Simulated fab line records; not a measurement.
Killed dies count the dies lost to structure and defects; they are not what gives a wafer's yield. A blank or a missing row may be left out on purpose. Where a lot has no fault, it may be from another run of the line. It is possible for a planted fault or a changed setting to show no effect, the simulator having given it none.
fab line records	flow n5Finfet
record: lots: 10	wafers: 28	lastDay: 18
route steps=1938 shown BEOL_M0_SAQP@651 BEOL_M4@1111 PASSIVATION@1936
lots that met no fault: taken from a fault-free run of the same line
startH: the number of hours between the record's first day and the start of the first shown wafer of the lot	waitH: time in hours since the lot's previous step	" identical to the entry in the row above	L1.1+2: one row covering several wafers at once	- either no value or no given start	* or withheld: withheld	< > ~ a bound
route shown NAME@n: a module of which the file shows steps, and the number in the route of the first	usual: mean/standard deviation of fault-free wafers	same: alike in all rows	chamber/n: place in a boat	sites: per-site readings	_std_site: standard deviation of those values	_edge_site: outer sites' mean less inner sites'	radiusMm: for every site, how far away it sits from the centre of the wafer	mask NAME#n: copy n	behind: the last tool/chamber to shape the wafer	hold: why the lot went on hold/how many hours it stayed there/how the hold came to an end	device: whichever transistor did not switch (one of n, p or np)	end of line: tests of these same wafers at the route's end	a step with no rows: only its recipe	killed: count of dies lost to structure and defects at first sort (not the wafer's yield)	map: per-die view of a wafer (x killed, . not killed, _ where there is no die)
set.NAME: the setting as run; set.NAME@STEP: as run at that earlier step	model.NAME: the simulator's own value behind a step, which no gauge read
steps of the route over a sample of lots; a table a step, a row a wafer
services: when a tool's chamber went out of use (startH, in hours from the record's first day, below 0 if earlier), for how many hours, and the reason
== steps ==
step: N5_BEOL_M0_SAQP_INSPECT_16
recipe: mode: adi	inspectInstrument: brightfield
usual: rawDefectCount: 510/120
lot.wafer	tool	chamber	startH	waitH	rawDefectCount
L667.1	defectInspect-02	-	117.93	0.0	613
L667.3	"	-	"	"	743
L667.5	"	-	"	"	513
L668.1	defectInspect-01	-	124.82	0.0	515
L668.2	"	-	"	"	492
L668.3	"	-	"	"	486
L673.2	defectInspect-02	-	154.62	0.0	445
L673.6	"	-	"	"	574
L674.2	defectInspect-01	-	157.51	0.0	429
L674.6	"	-	"	"	287
L676.1	defectInspect-01	-	183.03	0.0	382
L676.3	"	-	"	"	279
L676.4	"	-	"	"	340
L679.2	defectInspect-02	-	213.37	0.0	443
L679.5	"	-	"	"	518
L679.6	"	-	"	"	615
L682.2	defectInspect-02	-	215.68	0.0	521
L682.5	"	-	"	"	341
L682.6	"	-	"	"	462
L681.2	defectInspect-01	-	215.95	0.0	465
L681.4	"	-	"	"	347
L681.5	"	-	"	"	447
L686.1	defectInspect-01	-	241.91	0.0	617
L686.3	"	-	"	"	595
L686.4	"	-	"	"	434
L688.2	defectInspect-01	-	250.78	0.0	427
L688.3	"	-	"	"	611
L688.5	"	-	"	"	584
step: N5_BEOL_M0_SAQP_RECESS_114
recipe: chemistry: HF/NH3	target: SiO2	targetDepthA: 144	afsCycles: 3	tempC: 30	sublimationTempC: 180	sublimationTimeS: 60
usual: drypumpMotorCurrentA: 5.5/0.3
same: sublimationTimeS: 60
lot.wafer	tool	chamber	startH	waitH	drypumpMotorCurrentA
L667.1	vaporEtch-02	0	118.90	0.0	5.3
L667.3	"	0	"	"	5.3
L667.5	"	0	"	"	5.3
L668.1	vaporEtch-01	1	125.43	0.1	5.4
L668.2	"	0	"	"	5.4
L668.3	"	1	"	"	5.4
L673.2	vaporEtch-01	1	155.20	0.0	5.4
L673.6	"	0	"	"	5.4
L674.2	vaporEtch-01	0	158.58	0.0	5.4
L674.6	"	1	"	"	5.4
L676.1	vaporEtch-01	0	183.57	0.0	5.4
L676.3	"	1	"	"	5.4
L676.4	"	0	"	"	5.3
L679.2	vaporEtch-01	1	213.96	0.0	5.4
L679.5	"	0	"	"	5.4
L679.6	"	1	"	"	5.4
L682.2	vaporEtch-01	0	216.21	0.0	5.4
L682.5	"	0	"	"	5.4
L682.6	"	1	"	"	5.4
L681.2	vaporEtch-01	1	216.69	0.2	5.4
L681.4	"	1	"	"	5.4
L681.5	"	0	"	"	5.4
L686.1	vaporEtch-02	1	242.45	0.0	6.2
L686.3	"	0	"	"	5.3
L686.4	"	1	"	"	6.2
L688.2	vaporEtch-01	1	251.44	0.0	5.4
L688.3	"	0	"	"	5.4
L688.5	"	0	"	"	5.4
step: N5_BEOL_M0_SAQP_SPACER1_ALD_98
recipe: material: SiO2	targetThkA: 128	tempC: 300	aldPrecursorFamily: BDEAS	aldCoReactant: O2-plasma	pulseTimeS: 1	purgeTimeS: 2	coReactantPurgeTimeS: 2	aldCycles: 138	pressureTorr: 2
usual: aldCycles: 138/0	heaterPowerW: 448/60	precursorPulseHeightRel: 0.997/0.02
lot.wafer	tool	chamber	startH	waitH	aldCycles	heaterPowerW	precursorPulseHeightRel
L667.1	aldSin-03	3	119.29	0.3	138	416	1.020
L667.3	"	0	"	"	138	466	0.983
L667.5	"	1	"	"	138	436	0.995
L668.1	aldSin-03	3	125.81	0.3	138	409	0.981
L668.2	"	0	"	"	138	460	1.018
L668.3	"	1	"	"	138	434	0.978
L673.2	aldSin-03	2	155.58	0.3	60	307	0.975
L673.6	"	0	"	"	138	483	1.013
L674.2	aldSin-03	0	158.96	0.3	60	459	0.973
L674.6	"	3	"	"	138	403	1.018
L676.1	aldSin-04	0	185.22	1.5	138	535	1.015
L676.3	"	2	"	"	138	500	0.994
L676.4	"	1	"	"	138	428	0.990
L679.2	aldSin-02	2	214.66	0.5	138	482	0.995
L679.5	"	0	"	"	138	492	1.007
L679.6	"	3	"	"	138	490	1.020
L682.2	aldSin-04	2	216.75	0.4	138	498	0.987
L682.5	"	3	"	"	138	376	0.974
L682.6	"	0	"	"	138	515	1.025
L681.2	aldSin-04	0	217.20	0.3	138	547	0.985
L681.4	"	2	"	"	138	511	1.027
L681.5	"	3	"	"	138	390	0.992
L686.1	aldSin-02	3	242.83	0.3	138	495	1.003
L686.3	"	0	"	"	138	502	1.003
L686.4	"	2	"	"	138	477	0.988
L688.2	aldSin-02	2	251.83	0.3	138	463	1.037
L688.3	"	1	"	"	138	373	1.012
L688.5	"	3	"	"	138	483	1.011
step: N5_BEOL_M0_SAQP_MANDREL1_REMOVE_100
recipe: chemistry: HBr/Cl2/O2	btTimeS: 10	target: a-Si	stopOn: SiNx	endpoint: OES-SiCl	overEtchFrac: 0.85	icpW: 600	biasW: 30	HBr_flow_sccm: 150	Cl2_flow_sccm: 80	O2_flow_sccm: 5	pressureMtorr: 10
usual: drypumpMotorCurrentA: 5.6/0.31	oesProductAu: 1.005/0.019	rfFwdPowerW: 597.2/1.7	throttleValvePct: 36.64/0.28
same: overEtchFrac: 0.85
lot.wafer	tool	chamber	startH	waitH	drypumpMotorCurrentA	oesProductAu	rfFwdPowerW	rfHoursCounterH	throttleValvePct
L667.1	rieSi-02	2	119.89	0.1	5.4	1.020	597.5	178	36.57
L667.3	"	1	"	"	5.7	1.028	597.9	39	36.21
L667.5	"	0	"	"	5.8	1.007	600.4	-	36.69
L668.1	rieSi-06	3	126.41	0.1	5.9	1.000	596.7	163	36.73
L668.2	"	0	"	"	5.6	0.988	596.7	3	36.33
L668.3	"	2	"	"	5.3	1.035	597.0	104	36.81
L673.2	rieSi-02	0	156.15	0.1	5.7	1.016	592.6	142	36.69
L673.6	"	3	"	"	5.5	0.988	597.7	-	36.61
L674.2	rieSi-02	0	159.58	0.1	5.7	1.011	596.7	142	36.67
L674.6	"	1	"	"	5.7	1.024	597.1	-	36.23
L676.1	rieSi-02	3	185.78	0.1	5.5	0.983	599.7	179	36.60
L676.3	"	1	"	"	5.7	1.013	596.3	40	36.22
L676.4	"	2	"	"	5.4	1.009	598.0	179	36.58
L679.2	rieSi-02	3	215.31	0.1	5.5	0.973	599.2	180	36.60
L679.5	"	1	"	"	5.7	1.024	594.3	-	36.22
L679.6	"	0	"	"	5.7	1.009	598.5	-	36.68
L682.2	rieSi-02	0	217.31	0.1	5.7	1.018	594.9	142	36.69
L682.5	"	1	"	"	5.7	1.036	596.5	-	36.24
L682.6	"	0	"	"	5.7	1.006	597.3	-	36.67
L681.2	rieSi-05	3	217.85	0.1	6.5	1.001	595.4	31	37.53
L681.4	"	0	"	"	6.0	1.017	596.2	-	37.03
L681.5	"	2	"	"	5.4	1.001	597.8	-	36.55
L686.1	rieSi-05	3	243.40	0.1	6.5	1.008	593.6	31	37.49
L686.3	"	0	"	"	6.0	1.018	596.0	1	37.03
L686.4	"	1	"	"	5.4	0.996	600.1	2	36.88
L688.2	rieSi-02	1	252.39	0.1	5.7	1.032	598.5	41	36.21
L688.3	"	3	"	"	5.5	0.980	598.9	181	36.59
L688.5	"	0	"	"	5.8	1.016	593.6	-	36.67
step: N5_BEOL_M0_SAQP_CD_MEAS_25
recipe: targetCdNm: 13.1	landingEnergyEv: 1000	detector: seInlens
usual: cdNm: 12.81/0.23
lot.wafer	tool	chamber	startH	waitH	cdNm
L667.1	cdSem-02	0	120.00	0.1	13.08
L667.3	"	0	"	"	13.37
L667.5	"	0	"	"	12.26
L668.1	cdSem-02	0	126.52	0.1	12.93
L668.2	"	0	"	"	12.83
L668.3	"	0	"	"	13.02
L673.2	cdSem-03	0	156.26	0.1	5.65
L673.6	"	0	"	"	12.84
L674.2	cdSem-02	0	159.70	0.1	5.55
L674.6	"	0	"	"	12.93
L676.1	cdSem-03	0	185.89	0.1	12.56
L676.3	"	0	"	"	12.80
L676.4	"	0	"	"	12.93
L679.2	cdSem-01	0	215.43	0.1	12.81
L679.5	"	0	"	"	12.80
L679.6	"	0	"	"	13.00
L682.2	cdSem-01	0	217.42	0.1	13.10
L682.5	"	0	"	"	12.84
L682.6	"	0	"	"	12.88
L681.2	cdSem-01	0	217.96	0.1	12.80
L681.4	"	0	"	"	12.75
L681.5	"	0	"	"	12.49
L686.1	cdSem-01	0	243.50	0.1	13.17
L686.3	"	0	"	"	13.19
L686.4	"	0	"	"	13.19
L688.2	cdSem-03	0	252.50	0.1	12.59
L688.3	"	0	"	"	12.78
L688.5	"	0	"	"	12.81
step: N5_BEOL_M4_RC_MEAS_101
usual: DIBL_N: 36.5/1.4	DIBL_P: 36.6/1.9	IOFF_N: 0.167/0.029	IOFF_P: 0.21/0.033	ION_N: 674/12	ION_P: 460/8.9	SS_N: 71.6/0.57	SS_P: 73.4/0.61	VT_N: 249/3.3	VT_P: -250/3.3
lot.wafer	tool	chamber	startH	waitH	DIBL_N[mV/V]	DIBL_P[mV/V]	IOFF_N[nA/um]	IOFF_P[nA/um]	ION_N[uA/um]	ION_P[uA/um]	SS_N[mV/dec]	SS_P[mV/dec]	VT_N[mV]	VT_P[mV]
L667.1	prober-02	0	178.37	0.0	36.0	36.0	0.160	0.20	664	454	71.5	73.9	250	-252
L667.3	"	0	"	"	34.5	33.9	0.134	0.18	657	450	71.3	73.7	252	-256
L667.5	"	0	"	"	38.5	39.2	0.214	0.26	674	459	72.6	74.7	244	-247
L668.1	prober-02	0	181.24	0.0	36.0	37.2	0.162	0.23	693	478	71.3	72.9	252	-252
L668.2	"	0	"	"	34.5	34.3	0.130	0.19	667	460	71.4	72.8	253	-250
L668.3	"	0	"	"	36.4	36.9	0.145	0.22	659	457	72.1	73.6	252	-250
L673.6	prober-02	0	210.97	0.8	37.7	38.0	0.191	0.23	679	467	72.2	74.1	245	-249
L674.6	prober-01	0	215.50	0.8	36.1	35.6	0.158	0.18	671	453	71.5	72.5	249	-253
L676.1	prober-01	0	233.39	0.0	37.6	37.8	0.174	0.24	669	461	71.9	73.7	250	-250
L676.3	"	0	"	"	36.9	38.0	0.172	0.26	694	477	71.3	73.5	248	-247
L676.4	"	0	"	"	36.2	36.3	0.153	0.22	684	468	71.9	73.2	249	-247
L679.2	prober-02	0	263.80	0.2	38.3	39.6	0.211	0.29	697	479	71.4	73.7	248	-245
L679.5	"	0	"	"	39.2	40.3	0.215	0.29	685	469	72.0	74.0	246	-244
L679.6	"	0	"	"	35.4	35.6	0.146	0.21	673	468	71.3	72.5	249	-250
L681.2	prober-01	0	268.55	0.2	36.4	35.7	0.127	0.16	656	444	71.0	72.9	255	-257
L681.4	"	0	"	"	40.3	39.6	0.217	0.22	674	453	72.3	74.0	245	-252
L681.5	"	0	"	"	36.8	35.8	0.137	0.16	656	449	71.5	73.3	252	-258
L682.2	prober-02	0	269.37	0.2	35.6	35.7	0.135	0.16	662	445	71.4	72.4	255	-255
L682.5	"	0	"	"	36.2	36.2	0.152	0.17	664	446	70.7	73.0	249	-255
L682.6	"	0	"	"	37.4	37.4	0.164	0.20	674	454	72.3	72.9	251	-255
L686.1	prober-02	0	295.18	0.0	34.0	34.6	0.139	0.20	679	465	71.0	72.8	250	-249
L686.3	"	0	"	"	36.4	37.1	0.179	0.24	669	466	72.0	73.6	247	-243
L686.4	"	0	"	"	36.2	37.3	0.174	0.25	674	467	71.8	73.0	248	-245
L688.2	prober-01	0	308.71	0.2	35.2	34.8	0.133	0.19	649	452	72.1	72.1	252	-252
L688.3	"	0	"	"	35.4	35.0	0.141	0.20	670	462	71.4	72.8	250	-251
L688.5	"	0	"	"	36.6	36.5	0.165	0.21	663	447	72.4	71.9	249	-251
step: N5_PASSIVATION_PROBE_49
usual: defectLimitedYield: 91.2/1.6	killed_at_M0_to_M3: 34/11	killed_at_M4_up: 14/5.7	killedAtContacts: 14/6.6	killedAtFrontEnd: 37/10	killedAtOther: 4/3.2	killedDies: 104/19	killedOnRim: 14/4.1	killedOpen: 69/13	killedShort: 33/8.7	sort_bin_5_function: 5.1/1	sort_bin_6_memory: 3.3/0.76	sortNPass: 1076/19	sortYieldPct: 91.2/1.6
same: grossDies: 1180	killedAtBackSide: 0	sort_bin_4_leakage[%]: 0	sort_bin_8_speed[%]: 0
lot.wafer	tool	chamber	startH	waitH	defectLimitedYield[%]	killed_at_M0_to_M3	killed_at_M4_up	killedAtContacts	killedAtFrontEnd	killedAtOther	killedDies	killedOnRim	killedOpen	killedShort	sort_bin_5_function[%]	sort_bin_6_memory[%]	sortNPass	sortYieldPct[%]
L668.1	prober-02	-	275.76	0.0	89.5	28	29	15	47	5	124	26	77	38	5.8	3.7	1056	89.5
L668.2	prober-02	-	275.81	0.1	90.7	24	23	6	55	2	110	7	84	23	5.5	3.6	1070	90.7
L668.3	prober-02	-	275.86	0.1	92.9	37	14	3	30	0	84	10	57	26	4.2	2.6	1096	92.9
L667.1	prober-01	-	275.80	0.1	93.1	36	11	6	21	7	81	9	55	25	3.2	3.6	1099	93.1
L667.3	prober-01	-	275.90	0.2	93.7	24	10	10	27	3	74	8	44	30	4.2	1.9	1106	93.7
L667.5	prober-01	-	276.00	0.3	94.4	19	10	11	23	3	66	5	41	23	4.0	1.4	1114	94.4
L673.2	prober-02	-	308.74	0.1	0	1118	14	12	29	7	1180	152	63	25	97.0	2.7	0	0
L673.6	prober-02	-	308.94	0.3	94.2	19	13	11	23	2	68	8	47	21	3.1	2.5	1112	94.2
L674.2	prober-02	-	313.53	0.1	0	1126	15	10	28	1	1180	152	77	28	96.0	3.9	0	0
L674.6	prober-02	-	313.73	0.3	91.2	28	17	11	46	2	104	14	79	25	4.7	4.1	1076	91.2
L676.1	prober-01	-	331.48	0.0	94.0	27	9	13	17	5	71	9	48	21	3.1	2.7	1109	94.0
L676.3	prober-01	-	331.58	0.1	90.8	36	26	13	30	4	109	14	80	26	5.4	3.5	1071	90.8
L676.4	prober-01	-	331.63	0.2	90.8	35	21	22	25	6	109	11	75	31	5.5	3.5	1071	90.8
L679.2	prober-02	-	366.74	0.1	89.3	61	19	7	35	4	126	11	75	51	6.3	3.9	1054	89.3
L679.5	prober-02	-	366.89	0.2	88.8	52	19	14	44	3	132	15	84	48	5.9	5.1	1048	88.8
L679.6	prober-02	-	366.94	0.3	90.6	39	25	9	35	3	111	16	72	39	5.4	3.3	1069	90.6
L681.2	prober-02	-	373.98	0.1	93.0	20	7	13	42	1	83	14	50	33	3.8	3.1	1097	93.0
L681.4	prober-02	-	374.08	0.2	89.5	49	16	11	48	0	124	21	84	37	5.9	3.7	1056	89.5
L681.5	prober-02	-	374.13	0.2	90.6	36	13	8	50	4	111	9	79	31	6.3	2.9	1069	90.6
L682.2	prober-02	-	379.13	0.1	90.7	40	14	16	40	0	110	16	74	36	5.5	3.1	1070	90.7
L682.5	prober-02	-	379.28	0.2	92.7	24	7	12	42	1	86	7	51	32	4.2	2.8	1094	92.7
L682.6	prober-02	-	379.33	0.3	92.2	31	12	15	34	0	92	11	61	31	4.7	2.8	1088	92.2
L686.1	prober-02	-	394.93	0.0	89.4	39	20	12	53	1	125	24	62	51	5.8	3.5	1055	89.4
L686.3	prober-02	-	395.03	0.1	91.2	26	20	15	40	3	104	19	65	36	4.7	3.7	1076	91.2
L686.4	prober-02	-	395.08	0.2	90.5	28	21	14	48	1	112	10	65	43	5.4	3.6	1068	90.5
L688.2	prober-02	-	425.39	0.1	91.5	32	7	20	28	13	100	17	68	31	4.7	3.6	1080	91.5
L688.3	prober-02	-	425.44	0.1	91.1	35	17	11	29	13	105	14	53	52	4.8	3.6	1075	91.1
L688.5	prober-02	-	425.54	0.2	91.5	31	16	9	32	12	100	18	66	32	5.6	2.7	1080	91.5
killed by level:class
L668.1 BEOL_M4:geometricParticle:open=15 STI_FIN_REVEAL:geometricParticle:open=10 MOL_CONTACT_COAG:geometricParticle:open=10 BEOL_M0_SAQP:geometricParticle:short=9 BEOL_M1:geometricParticle:open=9 HKMG_FIN:areaEtch=9 FIN_SAQP:geometricParticle:open=6 BEOL_M0_SAQP:geometricParticle:open=6
L667.1 BEOL_M1:geometricParticle:open=10 STI_FIN_REVEAL:geometricParticle:open=8 BEOL_M0_SAQP:geometricParticle:open=7 BEOL_M0_SAQP:geometricParticle:short=5 BEOL_M1:geometricParticle:short=5 MOL_CONTACT_COAG:geometricParticle:open=4 BEOL_M3:geometricParticle:open=4 BEOL_M4:geometricParticle:open=4
L668.2 STI_FIN_REVEAL:geometricParticle:open=13 BEOL_M4:geometricParticle:open=13 FIN_SAQP:geometricParticle:open=10 BEOL_M0_SAQP:geometricParticle:open=10 STARTING-WAFER:geometricParticle:open=9 BEOL_M1:geometricParticle:open=7 MOL_CONTACT_COAG:geometricParticle:open=6 FIN_SAQP:geometricParticle:short=3
L668.3 BEOL_M1:geometricParticle:open=11 BEOL_M2:geometricParticle:open=7 STI_FIN_REVEAL:geometricParticle:open=6 BEOL_M0_SAQP:geometricParticle:short=6 BEOL_M4:geometricParticle:open=5 BEOL_M1:geometricParticle:short=4 STARTING-WAFER:geometricParticle:open=4 ILD0:geometricParticle:open=3
L667.3 MOL_CONTACT_COAG:geometricParticle:open=9 STI_FIN_REVEAL:geometricParticle:open=6 BEOL_M4:geometricParticle:open=5 BEOL_M0_SAQP:geometricParticle:short=4 BEOL_M0_SAQP:geometricParticle:open=4 BEOL_M0:geometricParticle:short=4 BEOL_M1:geometricParticle:short=4 STARTING-WAFER:geometricParticle:open=4
L667.5 MOL_CONTACT_COAG:geometricParticle:open=8 GATE_CUT:geometricParticle:short=7 BEOL_M3:geometricParticle:open=6 BEOL_M0_SAQP:geometricParticle:open=4 ILD0:geometricParticle:short=3 MOL_CONTACT_COAG:geometricParticle:short=3 BEOL_M1:geometricParticle:open=3 BEOL_M5:geometricParticle:open=3
L673.2 BEOL_M0_SAQP:areaAld=1090 MOL_CONTACT_COAG:geometricParticle:open=8 BEOL_M4:geometricParticle:open=8 GATE_CUT:geometricParticle:short=7 BEOL_M1:geometricParticle:open=7 BEOL_M0_SAQP:geometricParticle:open=5 MOL_CONTACT_COAG:geometricParticle:short=4 BEOL_M0_SAQP:geometricParticle:short=4
L673.6 MOL_CONTACT_COAG:geometricParticle:open=10 STI_FIN_REVEAL:geometricParticle:open=8 BEOL_M4:geometricParticle:open=6 BEOL_M1:geometricParticle:open=5 BEOL_M0_SAQP:geometricParticle:short=5 BEOL_M7:geometricParticle:open=4 GATE_CUT:geometricParticle:short=4 BEOL_M2:geometricParticle:open=4
L674.2 BEOL_M0_SAQP:areaAld=1075 BEOL_M0_SAQP:geometricParticle:short=11 BEOL_M2:geometricParticle:open=11 BEOL_M0_SAQP:geometricParticle:open=10 MOL_CONTACT_COAG:geometricParticle:open=9 BEOL_M3:geometricParticle:open=8 FIN_SAQP:geometricParticle:open=7 BEOL_M1:geometricParticle:open=6
L674.6 STI_FIN_REVEAL:geometricParticle:open=14 FIN_SAQP:geometricParticle:open=10 BEOL_M4:geometricParticle:open=10 MOL_CONTACT_COAG:geometricParticle:open=9 BEOL_M0_SAQP:geometricParticle:open=8 BEOL_M0_SAQP:geometricParticle:short=6 BEOL_M3:geometricParticle:open=5 DUMMY_GATE:geometricParticle:open=5
L676.1 MOL_CONTACT_COAG:geometricParticle:open=10 BEOL_M1:geometricParticle:open=7 GATE_CUT:geometricParticle:short=6 BEOL_M0:geometricParticle:open=4 BEOL_M2:geometricParticle:open=4 BEOL_M3:geometricParticle:open=4 STI_FIN_REVEAL:geometricParticle:open=3 DUMMY_GATE:geometricParticle:open=2
L676.3 BEOL_M4:geometricParticle:open=14 MOL_CONTACT_COAG:geometricParticle:open=11 DUMMY_GATE:geometricParticle:open=8 BEOL_M0_SAQP:geometricParticle:short=8 BEOL_M0_SAQP:geometricParticle:open=7 BEOL_M2:geometricParticle:open=6 STI_FIN_REVEAL:geometricParticle:open=5 BEOL_M3:geometricParticle:open=5
L676.4 MOL_CONTACT_COAG:geometricParticle:open=14 BEOL_M4:geometricParticle:open=10 BEOL_M1:geometricParticle:open=9 BEOL_M0_SAQP:geometricParticle:short=8 FIN_SAQP:geometricParticle:open=7 MOL_CONTACT_COAG:geometricParticle:short=6 BEOL_M0_SAQP:geometricParticle:open=5 BEOL_M5:geometricParticle:open=4
L679.2 BEOL_M0_SAQP:geometricParticle:short=18 BEOL_M0_SAQP:geometricParticle:open=13 BEOL_M1:geometricParticle:open=11 BEOL_M1:geometricParticle:short=10 STI_FIN_REVEAL:geometricParticle:open=9 BEOL_M4:geometricParticle:open=8 MOL_CONTACT_COAG:geometricParticle:open=6 FIN_SAQP:geometricParticle:open=5
L679.5 BEOL_M4:geometricParticle:open=16 BEOL_M0_SAQP:geometricParticle:open=14 GATE_CUT:geometricParticle:open=13 BEOL_M0_SAQP:geometricParticle:short=12 MOL_CONTACT_COAG:geometricParticle:open=11 GATE_CUT:geometricParticle:short=10 BEOL_M1:geometricParticle:short=9 BEOL_M1:geometricParticle:open=6
L679.6 STI_FIN_REVEAL:geometricParticle:open=10 MOL_CONTACT_COAG:geometricParticle:open=9 BEOL_M0_SAQP:geometricParticle:short=7 BEOL_M3:geometricParticle:open=7 BEOL_M4:geometricParticle:open=7 BEOL_M0_SAQP:geometricParticle:open=6 BEOL_M1:geometricParticle:open=6 BEOL_M1:geometricParticle:short=6
L681.2 DUMMY_GATE:geometricParticle:open=10 MOL_CONTACT_COAG:geometricParticle:open=10 FIN_SAQP:geometricParticle:short=8 FIN_SAQP:geometricParticle:open=6 BEOL_M2:geometricParticle:open=6 BEOL_M0_SAQP:geometricParticle:short=5 GATE_CUT:geometricParticle:short=4 BEOL_M0_SAQP:geometricParticle:open=4
L681.4 FIN_SAQP:geometricParticle:open=18 BEOL_M1:geometricParticle:open=12 BEOL_M0_SAQP:geometricParticle:open=10 BEOL_M0_SAQP:geometricParticle:short=9 MOL_CONTACT_COAG:geometricParticle:open=8 BEOL_M0:geometricParticle:open=6 STI_FIN_REVEAL:geometricParticle:open=6 GATE_CUT:geometricParticle:short=5
L681.5 FIN_SAQP:geometricParticle:open=10 STI_FIN_REVEAL:geometricParticle:open=10 FIN_SAQP:geometricParticle:short=8 BEOL_M0_SAQP:geometricParticle:open=7 BEOL_M0:geometricParticle:open=7 DUMMY_GATE:geometricParticle:open=6 MOL_CONTACT_COAG:geometricParticle:open=6 BEOL_M0_SAQP:geometricParticle:short=6
L682.2 FIN_SAQP:geometricParticle:short=13 MOL_CONTACT_COAG:geometricParticle:open=13 BEOL_M2:geometricParticle:open=10 BEOL_M3:geometricParticle:open=9 FIN_SAQP:geometricParticle:open=7 BEOL_M1:geometricParticle:open=7 BEOL_M0_SAQP:geometricParticle:short=5 GATE_CUT:geometricParticle:short=5
L682.5 MOL_CONTACT_COAG:geometricParticle:open=10 FIN_SAQP:geometricParticle:short=8 BEOL_M0_SAQP:geometricParticle:short=6 BEOL_M1:geometricParticle:open=6 STI_FIN_REVEAL:geometricParticle:open=5 BEOL_M0_SAQP:geometricParticle:open=5 STARTING-WAFER:geometricParticle:short=5 STARTING-WAFER:geometricParticle:open=4
L682.6 MOL_CONTACT_COAG:geometricParticle:open=13 BEOL_M1:geometricParticle:open=11 FIN_SAQP:geometricParticle:open=9 BEOL_M3:geometricParticle:open=8 GATE_CUT:geometricParticle:short=7 FIN_SAQP:geometricParticle:short=5 BEOL_M2:geometricParticle:open=4 BEOL_M2:geometricParticle:short=4
L686.1 FIN_SAQP:geometricParticle:open=12 FIN_SAQP:geometricParticle:short=11 BEOL_M1:geometricParticle:open=10 HKMG_FIN:areaEtch=9 BEOL_M0:geometricParticle:short=7 BEOL_M5:geometricParticle:open=6 MOL_CONTACT_COAG:geometricParticle:short=6 MOL_CONTACT_COAG:geometricParticle:open=6
L686.3 MOL_CONTACT_COAG:geometricParticle:open=13 BEOL_M4:geometricParticle:open=9 STI_FIN_REVEAL:geometricParticle:open=8 BEOL_M2:geometricParticle:open=7 FIN_SAQP:geometricParticle:open=6 FIN_SAQP:geometricParticle:short=5 GATE_CUT:geometricParticle:short=5 BEOL_M0_SAQP:geometricParticle:open=4
L686.4 FIN_SAQP:geometricParticle:short=16 MOL_CONTACT_COAG:geometricParticle:open=12 STI_FIN_REVEAL:geometricParticle:open=9 FIN_SAQP:geometricParticle:open=7 BEOL_M4:geometricParticle:open=6 BEOL_M4:geometricParticle:short=5 STARTING-WAFER:geometricParticle:short=5 BEOL_M1:geometricParticle:open=4
L688.2 MOL_CONTACT_COAG:geometricParticle:open=17 BEOL_M3:geometricParticle:open=9 BEOL_M0_SAQP:geometricParticle:open=6 FIN_SAQP:geometricParticle:short=5 FIN_SAQP:geometricParticle:open=4 BEOL_M0_SAQP:geometricParticle:short=4 BEOL_M2:geometricParticle:open=4 BEOL_M4:geometricParticle:open=4
L688.3 BEOL_M3:geometricParticle:open=12 FIN_SAQP:geometricParticle:short=11 BEOL_M4:geometricParticle:open=8 MOL_CONTACT_COAG:geometricParticle:open=7 BEOL_M1:geometricParticle:open=6 MOL_CONTACT_COAG:geometricParticle:short=4 BEOL_M4:geometricParticle:short=4 PAD_METAL:geometricParticle:open=4
L688.5 FIN_SAQP:geometricParticle:open=8 MOL_CONTACT_COAG:geometricParticle:open=8 BEOL_M0_SAQP:geometricParticle:open=7 BEOL_M0:geometricParticle:open=6 BEOL_M1:geometricParticle:open=6 PASS1_CAP:geometricParticle:open=6 FIN_SAQP:geometricParticle:short=5 BEOL_M4:geometricParticle:open=5
== services ==
tool	chamber	startH	hours	kind
aldSin-02	-	101.48	2.8	pm
aldSin-02	0	101.48	-	clean
aldSin-02	1	101.48	-	clean
aldSin-02	2	101.48	-	clean
aldSin-02	3	101.48	-	clean
rieSi-05	1	105.88	-	clean
rieSi-05	1	105.88	23.8	scheduledDown
rieSi-05	1	105.88	23.8	ventCycle
aldSin-04	1	126.36	4.3	repair
vaporEtch-01	1	128.25	3.4	repair
rieSi-05	0	146.12	-	clean
rieSi-05	0	146.12	25.2	scheduledDown
rieSi-05	0	146.12	25.2	ventCycle
rieSi-05	3	179.11	1.7	repair
aldSin-03	3	187.19	13.1	repair
vaporEtch-02	-	189.89	14.6	pm
vaporEtch-01	-	200.94	0.6	repair
aldSin-04	-	206.12	6.1	pm
rieSi-05	1	213.17	7.1	repair
vaporEtch-02	-	216.99	22.9	repair
== key ==
firstSign: step: N5_BEOL_M0_SAQP_SPACER1_ALD_98	reading: aldCycles	direction: down	sigmas: 99+	usual: *	struck: *
effect: step: N5_BEOL_M0_SAQP_CD_MEAS_25	reading: cdNm	direction: down	sigmas: 32	usual: 12.81	struck: 5.60
effect: step: N5_PASSIVATION_PROBE_49	reading: killed_at_M0_to_M3	direction: up	sigmas: 99+	usual: 34	struck: 1122
moreKillsBornAt: N5_BEOL_M0_SAQP_SPACER1_ALD_98@aldSin-03: 2165
metAt N5_BEOL_M0_SAQP_SPACER1_ALD_98
struckLots L673,L674
struckWafers L673.2,L674.2
laterRowsLeftOut L673.2,L674.2
notActingAt N5_BEOL_M0_SAQP_INSPECT_16,N5_BEOL_M0_SAQP_RECESS_114,N5_BEOL_M0_SAQP_MANDREL1_REMOVE_100
onsetBetween 125.81 155.58
fault: kind: processParameterDrift	tool: aldSin-03	chamber: -	onsetH: 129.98	steps: N5_BEOL_M0_SAQP_SPACER1_ALD_98	channel: aldCycles	offset: *	shape: step	endH: 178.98	scope: struckWafersOnly	actsIn: *	stated: *
laterRowsLeftOut: the simulator's readings of these wafers behind a module that went badly wrong aren't trusted and aren't shown, but for the sort
